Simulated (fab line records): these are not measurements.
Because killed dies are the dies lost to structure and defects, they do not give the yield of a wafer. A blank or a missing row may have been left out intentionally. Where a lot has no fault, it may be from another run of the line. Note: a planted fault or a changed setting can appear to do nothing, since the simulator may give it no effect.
Split-lot trial	flow n5 finfet	39 wafers read across 7 lots, on a route 1938 steps long

ABOUT THE SPLIT
At N5_SD_ACTIVATION_LSA_01 (time 0.0008 s), the setting time s was moved away from the recipe's 0.0008 s on 15 of the 39 wafers read, by -22.2% to +25.6%. The other wafers ran this setting at the recipe's value.

There is no step in the file separating the split from the reading.

THE READING
Measured at N5_SD_ACTIVATION_RS_MEAS_03 by four-point probe: RS_SD_N, in ohm/sq. Fault-free wafers of this fab line usually give 21.94 ohm/sq, standard deviation 0.25 ohm/sq.

wafer	tool, chamber at the split	time s as run, s	against the recipe	RS_SD_N, ohm/sq	against lot-mates on the recipe
L074.1	laser anneal-01, 0	0.0008	recipe	21.72	-
L074.2	laser anneal-01, 0	0.0006228	-22.2%	22.81	+0.87
L074.3	laser anneal-01, 0	0.0006228	-22.2%	22.86	+0.92
L074.4	laser anneal-01, 0	0.0006228	-22.2%	22.86	+0.92
L074.5	laser anneal-01, 0	0.0008	recipe	22.00	-
L074.6	laser anneal-01, 0	0.0008	recipe	22.11	-
L077.2	laser anneal-02, 0	0.0008	recipe	21.64	-
L077.3	laser anneal-02, 0	0.0008	recipe	21.89	-
L077.6	laser anneal-02, 0	0.0008	recipe	22.08	-
L079.1	laser anneal-02, 0	0.0006253	-21.8%	22.40	+0.54
L079.2	laser anneal-02, 0	0.0006253	-21.8%	22.62	+0.76
L079.3	laser anneal-02, 0	0.0006253	-21.8%	22.98	+1.12
L079.4	laser anneal-02, 0	0.0008	recipe	21.80	-
L079.5	laser anneal-02, 0	0.0008	recipe	21.99	-
L079.6	laser anneal-02, 0	0.0008	recipe	21.80	-
L081.1	laser anneal-02, 0	0.0008	recipe	21.75	-
L081.2	laser anneal-02, 0	0.0008	recipe	21.92	-
L081.3	laser anneal-02, 0	0.0008	recipe	21.78	-
L081.4	laser anneal-02, 0	0.0008	recipe	21.78	-
L081.5	laser anneal-02, 0	0.0008	recipe	22.11	-
L081.6	laser anneal-02, 0	0.0008	recipe	21.66	-
L086.1	laser anneal-01, 0	0.0008	recipe	21.74	-
L086.2	laser anneal-01, 0	0.001005	+25.6%	21.03	-0.61
L086.3	laser anneal-01, 0	0.001005	+25.6%	20.96	-0.68
L086.4	laser anneal-01, 0	0.0008	recipe	21.56	-
L086.5	laser anneal-01, 0	0.0008	recipe	21.61	-
L086.6	laser anneal-01, 0	0.001005	+25.6%	20.91	-0.73
L090.1	laser anneal-01, 0	0.0008	recipe	21.99	-
L090.2	laser anneal-01, 0	0.0006403	-20.0%	22.51	+0.62
L090.3	laser anneal-01, 0	0.0008	recipe	21.63	-
L090.4	laser anneal-01, 0	0.0008	recipe	22.04	-
L090.5	laser anneal-01, 0	0.0006403	-20.0%	22.63	+0.74
L090.6	laser anneal-01, 0	0.0006403	-20.0%	22.66	+0.77
L097.1	laser anneal-02, 0	0.0008	recipe	22.14	-
L097.2	laser anneal-02, 0	0.0009055	+13.2%	21.62	-0.58
L097.3	laser anneal-02, 0	0.0008	recipe	22.24	-
L097.4	laser anneal-02, 0	0.0009055	+13.2%	21.76	-0.44
L097.5	laser anneal-02, 0	0.0008	recipe	22.23	-
L097.6	laser anneal-02, 0	0.0009055	+13.2%	21.88	-0.32

FIT RESULTS
A straight line over all 39 wafers: RS_SD_N changes by -0.035 ohm/sq for each +1% of time s; r = -0.91; the points scatter about the line by 0.21 ohm/sq.
The same after taking each lot's own level away (the mean of its wafers on the recipe; 39 wafers): -0.0337 ohm/sq for each +1%; r = -0.95; scatter 0.15 ohm/sq.
On that fit, the largest move of time s shifts the reading by 0.86 ohm/sq.
From 21.637 to 22.203 ohm/sq: that is the span of the lots' own levels, equal to 2.3 times the standard deviation above.
So the lot-to-lot level changes the slope little: the two slopes agree.
Check: with one of the wafers moved furthest among these (+25.6%) left out of the fit, the line predicts -0.865 ohm/sq for it against its lot-mates. It came out at -0.607 ohm/sq against them.

FURTHER SPLITS ON THESE WAFERS
These wafers also went through other splits before the reading. Each is held against what the fit with the lots' levels taken away leaves over:
other split on the same wafers	wafers away from the commonest value	r with RS_SD_N (lot level and that fit taken away)
N5_FIN_SAQP_ALD_61 ald cycles	9	+0.02
N5_DUMMY_GATE_ETCH_42 bias w	18	-0.15

THE FILE'S OWN FIT
RS_SD_N changes by -0.034 ohm/sq for each +1% of time s, r = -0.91.
